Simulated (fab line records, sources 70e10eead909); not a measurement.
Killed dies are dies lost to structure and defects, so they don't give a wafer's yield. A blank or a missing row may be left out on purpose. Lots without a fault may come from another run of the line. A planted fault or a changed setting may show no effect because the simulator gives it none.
Chamber matching | flow nand_harc | NHARC_A_WL_FILL_CMP_12 on cmp-03: 4 sister chambers
The step polishes, t overpolish 30 s, target thk 100 nm. 14 wafers are shown with their chamber, then 6 later ones without.

WAFERS WITH THEIR CHAMBER
wafer  | chamber | motor_current_A (A) | overpolish_run_s (s) | time_to_endpoint_s (s)
L971.2 | 0       | 12.7                | 30.002               | 21.8
L971.3 | 3       | 12.9                | 30.003               | 18.8
L971.5 | 2       | 11.6                | 29.989               | 19.6
L975.2 | 1       | 10.7                | 30.017               | 21.1
L975.4 | 3       | 13.0                | 30.003               | 17.9
L975.5 | 0       | 12.4                | 30.012               | 18.9
L977.4 | 3       | 13.0                | 29.996               | 18.9
L977.5 | 0       | 12.4                | 29.992               | 18.4
L977.6 | 3       | 13.5                | 29.993               | 19.9
L978.1 | 3       | 13.3                | 29.992               | 20.2
L978.4 | 2       | 11.2                | 29.998               | 18.6
L978.5 | 3       | 12.9                | 29.982               | 19.1
L981.1 | 3       | 12.7                | 29.991               | 17.3
L981.3 | 2       | 11.2                | 30.004               | 17.8

SIGNATURES (means of the wafers above)
reading            | chamber 0 | chamber 1 | chamber 2 | chamber 3 | scatter within a chamber
motor_current_A    | 12.500    | 10.700    | 11.333    | 13.043    | 0.246
overpolish_run_s   | 30.00200  | 30.01700  | 29.99700  | 29.99429  | 0.00798
time_to_endpoint_s | 19.700    | 21.100    | 18.667    | 18.871    | 1.21
Rule: a wafer's distance from a chamber is the root of the sum, over the readings, of the square of ((its reading less the chamber's mean) divided by the reading's scatter). The wafer belongs to the nearest chamber; if the next one is less than 2 further off, it can't be placed. The scatter: the root of (the sum of the squares of (reading less its chamber's mean) over the shown wafers, divided by (wafers less chambers)).

WAFERS WITHOUT THEIR CHAMBER
wafer  | motor_current_A (A) | overpolish_run_s (s) | time_to_endpoint_s (s)
L990.1 | 10.7                | 29.998               | 25.5
L990.4 | 13.1                | 29.994               | 21.9
L990.5 | 13.6                | 29.999               | 19.7
L993.1 | 12.8                | 29.986               | 21.5
L993.5 | 10.9                | 30.001               | 22.8
L993.6 | 11.1                | 30.016               | 19.5

WHICH CHAMBER EACH WENT THROUGH
wafer  | from the rows above     | in truth
L990.1 | can't be placed: 1 or 2 | 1
L990.4 | can't be placed: 3 or 0 | 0
L990.5 | 3                       | 3
L993.1 | can't be placed: 3 or 0 | 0
L993.5 | can't be placed: 1 or 2 | 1
L993.6 | can't be placed: 1 or 2 | 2
Placed correctly: 1 of 6. Can't be placed from these rows: 5 (the true chamber is among the candidates in 5). Placed wrongly: 0.
